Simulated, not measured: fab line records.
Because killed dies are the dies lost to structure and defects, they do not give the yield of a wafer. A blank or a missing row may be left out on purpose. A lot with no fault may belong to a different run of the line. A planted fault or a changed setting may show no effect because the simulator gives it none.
Chamber matching || flow n5 finfet || rie diel-02 running N5_BEOL_M8_ETCH_65: 4 sister chambers
The step etches SiARC in CF4, target depth 15.6 nm, time 26 s. 8 wafers are shown with their chamber, then 8 later ones without.

== WAFERS WITH THEIR CHAMBER ==
{"wafer": "L077.4", "chamber": 1, "showerhead plenum p Torr (Torr)": 2.03, "throttle valve pct (%)": 15.59}
{"wafer": "L082.3", "chamber": 1, "showerhead plenum p Torr (Torr)": 2.03, "throttle valve pct (%)": 15.62}
{"wafer": "L082.4", "chamber": 0, "showerhead plenum p Torr (Torr)": 2.15, "throttle valve pct (%)": 15.25}
{"wafer": "L082.5", "chamber": 2, "showerhead plenum p Torr (Torr)": 2.18, "throttle valve pct (%)": 15.78}
{"wafer": "L084.2", "chamber": 2, "showerhead plenum p Torr (Torr)": 2.18, "throttle valve pct (%)": 15.80}
{"wafer": "L084.5", "chamber": 3, "showerhead plenum p Torr (Torr)": 2.15, "throttle valve pct (%)": 15.67}
{"wafer": "L084.6", "chamber": 0, "showerhead plenum p Torr (Torr)": 2.14, "throttle valve pct (%)": 15.27}
{"wafer": "L085.3", "chamber": 3, "showerhead plenum p Torr (Torr)": 2.15, "throttle valve pct (%)": 15.64}

== WAFERS WHOSE CHAMBER IS MISSING ==
{"wafer": "L085.4", "showerhead plenum p Torr (Torr)": 2.14, "throttle valve pct (%)": 15.27}
{"wafer": "L085.6", "showerhead plenum p Torr (Torr)": 2.15, "throttle valve pct (%)": 15.65}
{"wafer": "L091.1", "showerhead plenum p Torr (Torr)": 2.15, "throttle valve pct (%)": 15.68}
{"wafer": "L091.4", "showerhead plenum p Torr (Torr)": 2.28, "throttle valve pct (%)": 15.15}
{"wafer": "L091.5", "showerhead plenum p Torr (Torr)": 2.18, "throttle valve pct (%)": 15.80}
{"wafer": "L090.3", "showerhead plenum p Torr (Torr)": 2.18, "throttle valve pct (%)": 15.81}
{"wafer": "L090.5", "showerhead plenum p Torr (Torr)": 2.18, "throttle valve pct (%)": 15.80}
{"wafer": "L090.6", "showerhead plenum p Torr (Torr)": 2.15, "throttle valve pct (%)": 15.69}

== EACH ONE'S CHAMBER ==
{"wafer": "L085.4", "from the rows above": 0, "in truth": 0}
{"wafer": "L085.6", "from the rows above": 3, "in truth": 3}
{"wafer": "L091.1", "from the rows above": 3, "in truth": 3}
{"wafer": "L091.4", "from the rows above": 0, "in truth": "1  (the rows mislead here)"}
{"wafer": "L091.5", "from the rows above": 2, "in truth": 2}
{"wafer": "L090.3", "from the rows above": 2, "in truth": 2}
{"wafer": "L090.5", "from the rows above": 2, "in truth": 2}
{"wafer": "L090.6", "from the rows above": 3, "in truth": 3}
Correctly placed: 7 of 8. Can't be placed from these rows: 0. 1 placed wrongly.
How it was worked out, from the rows above alone: a wafer's distance from a chamber is the root of the sum, over the readings, of the square of ((its reading less the chamber's mean) divided by the reading's scatter). If the next closest chamber is less than 2 further off than the closest, the wafer can't be placed; otherwise it belongs to the closest. A chamber's mean is the mean of its shown wafers. The scatter: take each reading less its chamber's mean, square it, sum over the shown wafers, divide by the number of wafers less the number of chambers, and take the root.
